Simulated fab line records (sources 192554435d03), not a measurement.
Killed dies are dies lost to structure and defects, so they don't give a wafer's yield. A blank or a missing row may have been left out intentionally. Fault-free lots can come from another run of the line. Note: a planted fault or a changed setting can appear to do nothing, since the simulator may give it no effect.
fab line records	flow n5Finfet
record lots=6	wafers=18	lastDay=19
route steps=1938 shown BEOL_M6@1258 BEOL_M7@1263
lots with no fault: from the same line, run without faults
startH: hours from the record's opening day to when the first of the lot's shown wafers began	waitH: how many hours have passed since the lot's step before this one	" the same as in the row above	L1.1+2: one row covering several wafers at once	- no value present, or no start provided	* or withheld: withheld	< > ~ a bound
route shown NAME@n: names a module that has steps shown in the file, with the first one's number in the route	usual: mean/standard deviation of fault-free wafers	same: alike in all rows	chamber/n: place in a boat	sites: the reading at each site	_std_site: the values' standard deviation	_edge_site: inner sites' mean taken away from outer sites' mean	radiusMm: how far each site lies from the wafer's centre	mask NAME#n: copy n	behind: the last tool/chamber to shape the wafer	hold: why the lot went on hold/how many hours it stayed there/how the hold came to an end	device: the n, p or np transistor that did not switch	end of line: the route-end tests of the same wafers	where a step has no rows: the recipe by itself	killed: the dies lost at the first sort to structure and to defects; this is not the yield of the wafer	map: a wafer's dies, x killed, . not, _ none there
set.NAME: the setting as run; set.NAME@STEP: as run at that earlier step	model.NAME: the simulator's own value behind a step, which no gauge read
certain route steps with their lots: each step a table, each wafer a row
services: a tool's chamber out of use, with start hour (startH, from the record's first day; less than 0 if before it), hours out, and reason
## steps
# step N5_BEOL_M6_THK_MEAS_53
# recipe thkMeasGauge=xrf	reads=Cu_of_BEOL_M6_ECD_50
# usual M6_THK=80.4/1.7
lot.wafer	tool	chamber	startH	waitH	M6_THK[nm]
L781.1	filmMetro-02	-	193.61	-	80.5
L781.2	"	-	"	"	79.2
L781.4	"	-	"	"	82.6
L785.1	filmMetro-02	-	215.72	-	80.9
L785.2	"	-	"	"	78.2
L785.5	"	-	"	"	80.3
L788.2	filmMetro-01	-	248.38	-	79.9
L788.5	"	-	"	"	78.5
L788.6	"	-	"	"	80.4
L789.2	filmMetro-01	-	254.61	-	79.2
L789.4	"	-	"	"	81.4
L789.5	"	-	"	"	78.2
L798.3	filmMetro-01	-	308.18	-	81.5
L798.4	"	-	"	"	77.9
L798.5	"	-	"	"	79.5
L803.1	filmMetro-02	-	348.61	-	83.2
L803.3	"	-	"	"	80.7
L803.4	"	-	"	"	81.9
# step N5_BEOL_M6_PRE_CLEAN_55
# recipe gas=NH3	timeS=15	tempC=withheld	rfPowerW=300
# step N5_BEOL_M6_DEP_56
# recipe material=SiCN	targetThkA=100	tempC=withheld	precursor=3MS/NH3	pressureTorr=3	rfW=202	timeS=17.5
# usual chamberPressureTorr=3.001/0.007	rfFwdPowerW=199.1/1.1	showerheadPlenumPTorr=3.662/0.019	throttleValvePct=8.9/0.5
lot.wafer	tool	chamber	startH	waitH	chamberPressureTorr	rfFwdPowerW	showerheadPlenumPTorr	throttleValvePct
L781.1	pecvd-03	0	193.67	0.0	2.996	198.1	3.621	9.0
L781.2	"	2	"	"	2.999	197.5	3.688	8.7
L781.4	"	1	"	"	2.998	199.9	3.667	9.3
L785.1	pecvd-04	2	215.78	0.0	3.010	198.3	3.687	8.3
L785.2	"	0	"	"	3.011	198.0	3.671	10.0
L785.5	"	2	"	"	2.995	198.4	3.679	8.5
L788.2	pecvd-02	2	248.45	0.0	2.985	198.8	3.671	9.1
L788.5	"	0	"	"	2.996	199.3	3.669	9.0
L788.6	"	2	"	"	3.004	199.6	3.670	9.3
L789.2	pecvd-02	0	254.69	0.0	3.006	199.0	3.669	8.8
L789.4	"	2	"	"	3.001	199.9	3.667	9.2
L789.5	"	0	"	"	2.999	199.0	3.670	8.8
L798.3	pecvd-02	2	308.24	0.0	3.001	199.3	3.667	9.4
L798.4	"	1	"	"	2.992	201.0	3.653	8.6
L798.5	"	0	"	"	2.997	199.3	3.670	9.0
L803.1	pecvd-03	1	348.67	0.0	3.001	199.5	3.665	9.2
L803.3	"	0	"	"	2.995	197.7	3.618	8.9
L803.4	"	0	"	"	2.998	198.2	3.621	9.1
# step N5_BEOL_M6_RS_MEAS_57
# recipe thkMeasGauge=four-point-probe	reads=Cu_of_BEOL_M6_ECD_50+Co_of_BEOL_M6_CVD_78+TaN_of_BEOL_M6_ALD_77
# usual M6_RS=0.286/0.0065
lot.wafer	tool	chamber	startH	waitH	M6_RS[ohm/sq]
L781.1	filmMetro-01	-	193.74	0.1	0.286
L781.2	"	-	"	"	0.290
L781.4	"	-	"	"	0.278
L785.1	filmMetro-01	-	215.85	0.1	0.284
L785.2	"	-	"	"	0.296
L785.5	"	-	"	"	0.287
L788.2	filmMetro-01	-	248.54	0.1	0.288
L788.5	"	-	"	"	0.294
L788.6	"	-	"	"	0.284
L789.2	filmMetro-02	-	254.78	0.1	0.288
L789.4	"	-	"	"	0.278
L789.5	"	-	"	"	0.291
L798.3	filmMetro-01	-	308.31	0.1	0.280
L798.4	"	-	"	"	0.293
L798.5	"	-	"	"	0.288
L803.1	filmMetro-01	-	348.74	0.1	0.275
L803.3	"	-	"	"	0.285
L803.4	"	-	"	"	0.280
# step N5_BEOL_M6_INSPECT_58
# recipe inspectInstrument=darkfield	mode=postDep
# usual rawDefectCount=78/30
lot.wafer	tool	chamber	startH	waitH	rawDefectCount
L781.1	defectInspect-02	-	193.76	0.0	77
L781.2	"	-	"	"	67
L781.4	"	-	"	"	66
L785.1	defectInspect-02	-	215.88	0.0	66
L785.2	"	-	"	"	49
L785.5	"	-	"	"	81
L788.2	defectInspect-02	-	248.56	0.0	59
L788.5	"	-	"	"	83
L788.6	"	-	"	"	91
L789.2	defectInspect-02	-	254.80	0.0	60
L789.4	"	-	"	"	84
L789.5	"	-	"	"	62
L798.3	defectInspect-02	-	308.34	0.0	156
L798.4	"	-	"	"	62
L798.5	"	-	"	"	150
L803.1	defectInspect-02	-	348.77	0.0	52
L803.3	"	-	"	"	72
L803.4	"	-	"	"	59
# step N5_BEOL_M7_ILD_DEP_00
# recipe material=SiCOH_lowk	targetThkA=1797.5	tempC=300	precursor=DEMS/porogen	pressureTorr=5	rfW=500	timeS=33.4
# usual chamberPressureTorr=5.001/0.011	heaterPowerW=269/37	rfFwdPowerW=493.9/2.2	showerheadPlenumPTorr=5.729/0.02	throttleValvePct=14.1/1
lot.wafer	tool	chamber	startH	waitH	chamberPressureTorr	heaterPowerW	rfFwdPowerW	showerheadPlenumPTorr	throttleValvePct
L781.1	pecvd-04	0	193.80	0.0	4.981	214	492.4	5.754	15.2
L781.2	"	1	"	"	5.000	230	494.2	5.719	13.2
L781.4	"	0	"	"	4.980	217	493.1	5.758	15.1
L785.1	pecvd-01	1	215.91	0.0	5.020	277	494.0	5.732	15.1
L785.2	"	0	"	"	4.995	296	494.8	5.708	15.8
L785.5	"	0	"	"	4.988	303	494.7	5.716	15.5
L788.2	pecvd-02	2	248.60	0.0	5.011	201	494.7	5.747	13.9
L788.5	"	0	"	"	4.997	283	493.0	5.740	13.5
L788.6	"	2	"	"	5.012	215	494.2	5.733	13.9
L789.2	pecvd-04	1	254.84	0.0	5.005	240	494.7	5.707	13.1
L789.4	"	0	"	"	5.016	235	492.5	5.745	15.0
L789.5	"	1	"	"	5.015	251	496.4	5.704	13.2
L798.3	pecvd-04	1	308.38	0.0	4.998	243	493.8	5.719	13.4
L798.4	"	1	"	"	4.975	258	492.3	5.710	13.5
L798.5	"	0	"	"	4.991	255	492.8	5.741	15.0
L803.1	pecvd-04	2	348.80	0.0	5.017	292	494.2	5.755	12.8
L803.3	"	1	"	"	5.001	235	495.3	5.722	13.2
L803.4	"	2	"	"	5.008	287	495.5	5.759	12.9
# step N5_BEOL_M7_CURE_74
# recipe tempC=385	timeS=240	ambient=He/Ar	material=SiCOH_lowk
# usual lampPowerPct=52.31/0.057	wafer_temp_C_max=387.0/0.74
lot.wafer	tool	chamber	startH	waitH	lampPowerPct	wafer_temp_C_max
L781.1	uvCure-02	0	193.89	0.1	52.33	386.6
L781.2	"	0	"	"	52.33	386.8
L781.4	"	0	"	"	52.37	386.3
L785.1	uvCure-03	1	216.06	0.1	52.30	387.1
L785.2	"	1	"	"	52.18	389.1
L785.5	"	1	"	"	52.29	387.5
L788.2	uvCure-03	2	248.77	0.1	52.26	385.9
L788.5	"	2	"	"	52.27	386.4
L788.6	"	2	"	"	52.28	386.6
L789.2	uvCure-03	0	254.98	0.1	52.31	386.8
L789.4	"	0	"	"	52.21	386.6
L789.5	"	0	"	"	52.32	386.2
L798.3	uvCure-03	1	308.74	0.3	52.22	387.9
L798.4	"	1	"	"	52.33	388.1
L798.5	"	1	"	"	52.29	386.9
L803.1	uvCure-03	1	348.87	0.0	52.36	388.1
L803.3	"	1	"	"	52.33	387.7
L803.4	"	1	"	"	52.41	388.8
# step N5_BEOL_M7_THK_MEAS_01
# recipe reads=SiCOH_lowk_of_BEOL_M7_ILD_DEP_00
# usual M7_ILD_THK=154.6/1.8
lot.wafer	tool	chamber	startH	waitH	M7_ILD_THK[nm]
L781.1	filmMetro-02	-	194.40	0.4	153.5
L781.2	"	-	"	"	150.7
L781.4	"	-	"	"	155.6
L785.1	filmMetro-02	-	216.57	0.4	155.4
L785.2	"	-	"	"	154.9
L785.5	"	-	"	"	158.3
L788.2	filmMetro-02	-	249.20	0.4	153.8
L788.5	"	-	"	"	157.5
L788.6	"	-	"	"	155.3
L789.2	filmMetro-01	-	255.42	0.4	151.9
L789.4	"	-	"	"	154.0
L789.5	"	-	"	"	154.3
L798.3	filmMetro-02	-	309.09	0.3	151.8
L798.4	"	-	"	"	154.5
L798.5	"	-	"	"	155.5
L803.1	filmMetro-02	-	349.38	0.4	151.5
L803.3	"	-	"	"	153.6
L803.4	"	-	"	"	155.5
# step N5_BEOL_M7_PECVD_70
# recipe material=SiO2	targetThkA=200	tempC=400	precursor=TEOS/O2	pressureTorr=5.5	rfW=450	teosFlowSccm=53.8	gas=O2	flowSccm=3000	timeS=22.7
# step N5_BEOL_M7_HM_DEP_02
# recipe material=TiN	targetThkA=200	tempC=25	chamberPressurePa=0.49996
# usual throttleValvePct=29.7/1.1
lot.wafer	tool	chamber	startH	waitH	throttleValvePct
L781.1	pvdSputter-03	-	196.34	1.8	29.5
L781.2	"	-	"	"	32.0
L781.4	"	-	"	"	29.4
L785.1	pvdSputter-02	-	218.41	1.8	29.9
L785.2	"	-	"	"	27.8
L785.5	"	-	"	"	28.7
L788.2	pvdSputter-03	-	250.10	0.8	29.4
L788.5	"	-	"	"	29.5
L788.6	"	-	"	"	31.9
L789.2	pvdSputter-01	-	255.99	0.5	28.4
L789.4	"	-	"	"	30.0
L789.5	"	-	"	"	30.1
L798.3	pvdSputter-03	-	309.49	0.3	29.3
L798.4	"	-	"	"	31.7
L798.5	"	-	"	"	32.0
L803.1	pvdSputter-03	-	349.88	0.4	29.7
L803.3	"	-	"	"	29.3
L803.4	"	-	"	"	32.1
# step N5_BEOL_M7_COAT_59
# recipe resist=SOC	tempC=250	timeS=60	spinRpm=1500	resistThkNm=100
# step N5_BEOL_M7_COAT_60
# recipe resist=SiARC	tempC=220	timeS=60	spinRpm=1500	resistThkNm=35
# step N5_BEOL_M7_COAT_05
# recipe resist=CAR-ArF	spinRpm=1500	resistThkNm=90
# usual spinSpeedRpm=1500.1/0.91
lot.wafer	tool	chamber	startH	waitH	spinSpeedRpm	model.CAR-ArF_of_BEOL_M7_COAT_05.thkNm
L781.1	lithoTrack-02	0	196.47	-	1497.8	90
L781.2	"	0	"	"	1498.8	89.8
L781.4	"	0	"	"	1498.8	90
L785.1	lithoTrack-03	0	218.56	-	1500.1	90.4
L785.2	"	0	"	"	1499.6	90.4
L785.5	"	0	"	"	1499.8	90.2
L788.2	lithoTrack-02	0	250.23	-	1463.3	91.2
L788.5	"	0	"	"	1461.8	91
L788.6	"	0	"	"	1463.3	91.2
L789.2	lithoTrack-02	0	256.13	-	1464.8	91.6
L789.4	"	0	"	"	1464.4	91.4
L789.5	"	0	"	"	1463.6	91.2
L798.3	lithoTrack-04	0	309.63	-	1501.0	90
L798.4	"	0	"	"	1499.4	89.4
L798.5	"	0	"	"	1501.9	89.8
L803.1	lithoTrack-03	0	350.01	-	1499.4	90
L803.3	"	0	"	"	1500.1	90.2
L803.4	"	0	"	"	1500.3	90.4
# step N5_BEOL_M7_EBR_07
# recipe solvent=PGMEA	ebrWidthMm=1.5
# step N5_BEOL_M7_SOFTBAKE_06
# recipe tempC=110	timeS=60	resist=CAR-ArF
# step N5_BEOL_M7_EXPOSE_08
# recipe maskId=M7	na=1.35	sourceShape=dipole	sigmaInner=0.817	sigmaOuter=0.97	polarization=te	doseMj=68.25
# step N5_BEOL_M7_PEB_09
# recipe pebTempC=withheld	pebTimeS=60	resist=CAR-ArF
# step N5_BEOL_M7_DEVELOP_10
# recipe developTimeS=30	developer=TMAH	resist=CAR-ArF	rinseLiquid=diw	dry=airSpin	devTempC=23
# step N5_BEOL_M7_CD_MEAS_11
# recipe targetCdNm=38.5	landingEnergyEv=500	detector=seInlens	polarity=opening
# usual cdNm=38.6/0.38
lot.wafer	tool	chamber	startH	waitH	cdNm
L781.1	cdSem-01	0	196.84	-	39.4
L781.2	"	0	"	"	38.9
L781.4	"	0	"	"	38.6
L785.1	cdSem-02	0	218.92	-	38.6
L785.2	"	0	"	"	38.2
L785.5	"	0	"	"	38.4
L788.2	cdSem-01	0	250.47	-	38.5
L788.5	"	0	"	"	38.4
L788.6	"	0	"	"	39.1
L789.2	cdSem-03	0	256.49	-	38.2
L789.4	"	0	"	"	38.8
L789.5	"	0	"	"	38.2
L798.3	cdSem-01	0	309.88	-	38.8
L798.4	"	0	"	"	38.7
L798.5	"	0	"	"	38.9
L803.1	cdSem-01	0	350.38	-	38.1
L803.3	"	0	"	"	37.9
L803.4	"	0	"	"	37.7
# step N5_BEOL_M7_OVL_MEAS_12
# recipe pointsPerWafer=44
# usual M7_OVL=0.2/0.85
lot.wafer	tool	chamber	startH	waitH	M7_OVL[nm]
L781.1	overlay-02	0	196.87	0.0	-0.2
L781.2	"	0	"	"	-0.2
L781.4	"	0	"	"	-0.6
L785.1	overlay-01	0	218.95	0.0	0.0
L785.2	"	0	"	"	-1.2
L785.5	"	0	"	"	-0.2
L788.2	overlay-02	0	250.50	0.0	0.0
L788.5	"	0	"	"	0.9
L788.6	"	0	"	"	-1.3
L789.2	overlay-02	0	256.52	0.0	-0.7
L789.4	"	0	"	"	0.0
L789.5	"	0	"	"	0.6
L798.3	overlay-01	0	309.91	0.0	-1.3
L798.4	"	0	"	"	0.1
L798.5	"	0	"	"	-0.7
L803.1	overlay-02	0	350.41	0.0	1.3
L803.3	"	0	"	"	1.3
L803.4	"	0	"	"	0.9
# step N5_BEOL_M7_INSPECT_13
# recipe mode=adi	inspectInstrument=brightfield
# usual rawDefectCount=393/99
lot.wafer	tool	chamber	startH	waitH	rawDefectCount
L781.1	defectInspect-01	-	196.89	0.0	341
L781.2	"	-	"	"	243
L781.4	"	-	"	"	234
L785.1	defectInspect-01	-	218.98	0.0	363
L785.2	"	-	"	"	325
L785.5	"	-	"	"	388
L788.2	defectInspect-02	-	250.52	0.0	267
L788.5	"	-	"	"	337
L788.6	"	-	"	"	330
L789.2	defectInspect-02	-	256.55	0.0	368
L789.4	"	-	"	"	484
L789.5	"	-	"	"	355
L798.3	defectInspect-01	-	309.93	0.0	408
L798.4	"	-	"	"	401
L798.5	"	-	"	"	479
L803.1	defectInspect-01	-	350.43	0.0	316
L803.3	"	-	"	"	297
L803.4	"	-	"	"	267
# step N5_BEOL_M7_DESCUM_16
# recipe chemistry=O2	timeS=7.9	sourcePowerW=50	biasPowerW=20	pressureMtorr=20	rfFrequencyHz=2.712e+07	tempC=40	resist=CAR-ArF	o2FlowSccm=225
# step N5_BEOL_M7_ETCH_61
# recipe chemistry=CF4	target=SiARC	targetDepthA=455	maskMaterial=CAR-ArF	timeS=75.8	ionEnergyEv=80	pressureMtorr=40	sourceW=545	biasW=36	Ar_flow_sccm=100	cf4FlowSccm=100	ends=cleared
# usual drypumpMotorCurrentA=5.8/0.38	etchRfOnTimeS=75.5/1.3	oesProductAu=0.64/0.049	rfFwdPowerW=540.2/2	rfVppV=184.2/1	showerheadPlenumPTorr=2.15/0.053	throttleValvePct=15.68/0.16
lot.wafer	tool	chamber	startH	waitH	drypumpMotorCurrentA	etchRfOnTimeS	oesProductAu	rfFwdPowerW	rfHoursCounterH	rfVppV	showerheadPlenumPTorr	throttleValvePct	model.CAR-ArF_of_BEOL_M7_COAT_05.thkNm
L781.1	rieDiel-04	3	196.96	0.0	6.4	77.5	0.59	541.7	179	184.1	2.13	15.59	50.6
L781.2	"	1	"	"	6.2	76.9	0.64	540.0	150	183.1	2.14	15.80	50.6
L781.4	"	0	"	"	5.4	75.6	0.73	540.7	67	184.5	2.25	15.40	50.8
L785.1	rieDiel-03	3	219.05	0.0	5.6	76.4	0.59	540.5	221	184.9	2.11	15.77	51.2
L785.2	"	0	"	"	6.4	74.6	0.62	539.3	216	184.6	2.12	15.71	51.2
L785.5	"	2	"	"	5.5	73.7	0.64	540.7	-	183.6	2.13	15.49	51.2
L788.2	rieDiel-05	2	250.59	0.0	5.7	77.7	0.60	540.0	221	185.5	2.20	15.91	52
L788.5	"	0	"	"	5.2	77.4	0.66	543.8	-	183.3	2.15	15.79	51.8
L788.6	"	1	"	"	5.8	76.5	0.61	539.2	-	184.6	2.21	15.72	52
L789.2	rieDiel-05	2	256.76	0.0	5.7	77.0	0.61	539.5	222	184.0	2.20	15.91	52.4
L789.4	"	0	"	"	5.2	76.4	0.67	540.3	110	184.0	2.15	15.80	52.2
L789.5	"	3	"	"	5.8	74.5	0.71	540.5	-	184.9	2.24	15.57	52.2
L798.3	rieDiel-04	1	310.14	0.0	6.2	77.7	0.61	540.4	183	183.9	2.13	15.87	50.8
L798.4	"	2	"	"	6.5	77.3	0.60	537.5	240	181.9	2.11	15.65	50.4
L798.5	"	0	"	"	5.4	76.1	0.68	539.2	-	184.8	2.24	15.46	50.8
L803.1	rieDiel-05	0	350.65	0.0	5.2	76.5	0.65	539.9	139	185.1	2.14	15.87	50.8
L803.3	"	1	"	"	5.8	76.7	0.59	539.9	217	183.7	2.20	15.79	51
L803.4	"	2	"	"	5.7	76.6	0.59	538.9	250	185.0	2.19	15.97	51.2
# step N5_BEOL_M7_ETCH_62
# recipe chemistry=N2/H2	target=SOC	targetDepthA=1100	overetchA=220	maskMaterial=SiARC	tempC=40	timeS=165	ionEnergyEv=200	pressureMtorr=30	sourceW=840	biasW=150	n2FlowSccm=200	h2FlowSccm=200
# usual drypumpMotorCurrentA=5.8/0.38	oesProductAu=0.64/0.044	rfFwdPowerW=837.6/2.6	rfVppV=524.4/2.1	showerheadPlenumPTorr=2.56/0.07	throttleValvePct=17.93/0.15
lot.wafer	tool	chamber	startH	waitH	drypumpMotorCurrentA	oesProductAu	rfFwdPowerW	rfHoursCounterH	rfVppV	showerheadPlenumPTorr	throttleValvePct
L781.1	rieDiel-04	3	197.02	0.0	6.5	0.60	838.7	179	523.2	2.53	17.84
L781.2	"	1	"	"	6.2	0.64	839.1	150	525.2	2.55	18.08
L781.4	"	0	"	"	5.5	0.72	835.1	67	528.2	2.69	17.66
L785.1	rieDiel-03	3	219.10	0.0	5.6	0.59	843.0	221	523.3	2.51	17.94
L785.2	"	0	"	"	6.3	0.62	836.2	216	522.1	2.51	17.85
L785.5	"	2	"	"	5.5	0.62	839.4	-	523.2	2.52	17.71
L788.2	rieDiel-05	2	250.65	0.0	5.7	0.60	836.7	221	526.8	2.61	18.08
L788.5	"	0	"	"	5.3	0.66	843.3	-	526.6	2.56	18.17
L788.6	"	1	"	"	5.8	0.61	839.8	-	524.9	2.64	17.91
L789.2	rieDiel-05	2	256.82	0.0	5.7	0.60	842.3	222	525.7	2.61	18.08
L789.4	"	0	"	"	5.2	0.66	835.7	110	523.9	2.56	18.18
L789.5	"	3	"	"	5.8	0.70	835.9	-	527.6	2.69	17.90
L798.3	rieDiel-04	1	310.20	0.0	6.2	0.62	833.5	183	523.5	2.53	18.12
L798.4	"	2	"	"	6.5	0.60	836.6	240	523.4	2.51	17.91
L798.5	"	0	"	"	5.5	0.68	837.0	-	527.2	2.68	17.69
L803.1	rieDiel-05	0	350.70	0.0	5.2	0.64	836.1	139	524.3	2.55	18.23
L803.3	"	1	"	"	5.8	0.59	838.7	218	526.7	2.62	17.97
L803.4	"	2	"	"	5.7	0.59	840.8	250	525.5	2.60	18.14
## services
tool	chamber	startH	hours	kind
pvdSputter-02	-	174.26	5.0	repair
pecvd-03	1	175.64	10.2	repair
pecvd-02	-	181.53	0.9	repair
pecvd-01	-	189.49	2.2	repair
pecvd-04	2	191.22	5.5	scheduledDown
pecvd-01	0	217.93	1.7	repair
uvCure-02	-	219.28	0.4	repair
uvCure-03	-	223.90	1.0	pm
uvCure-03	-	224.90	14.6	pm
pecvd-02	-	229.79	2.9	repair
uvCure-02	-	229.93	6.0	pm
rieDiel-03	1	235.73	2.8	repair
pecvd-02	1	242.70	-	clean
pecvd-02	1	242.70	29.5	scheduledDown
pecvd-04	-	247.94	0.7	repair
rieDiel-03	-	252.66	2.8	pm
uvCure-03	-	258.60	0.5	repair
rieDiel-04	3	264.39	11.2	repair
rieDiel-04	0	290.08	9.8	repair
rieDiel-03	3	308.45	5.8	repair
pecvd-01	-	312.06	6.0	pm
rieDiel-05	2	328.85	3.0	repair
uvCure-03	-	331.88	0.3	repair
rieDiel-05	1	340.18	4.2	repair
## key
firstSign step=N5_BEOL_M7_COAT_05	reading=spinSpeedRpm	direction=down	sigmas=40	usual=*	struck=*
effect none on later readings
modelEffect step=N5_BEOL_M7_COAT_05	value=CAR-ArF_of_BEOL_M7_COAT_05.thkNm	without=90.2	struck=91.27
modelEffect step=N5_BEOL_M7_ETCH_61	value=CAR-ArF_of_BEOL_M7_COAT_05.thkNm	without=51	struck=52.1
metAt N5_BEOL_M7_COAT_05
struckWafers L788.2,L788.5,L788.6,L789.2,L789.4,L789.5
onsetBetween 196.47 250.23
fault kind=processParameterDrift	tool=lithoTrack-02	chamber=-	onsetH=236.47	steps=N5_BEOL_M7_COAT_05	channel=spinRpm	offset=*	shape=step	endH=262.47	actsIn=*	stated=*
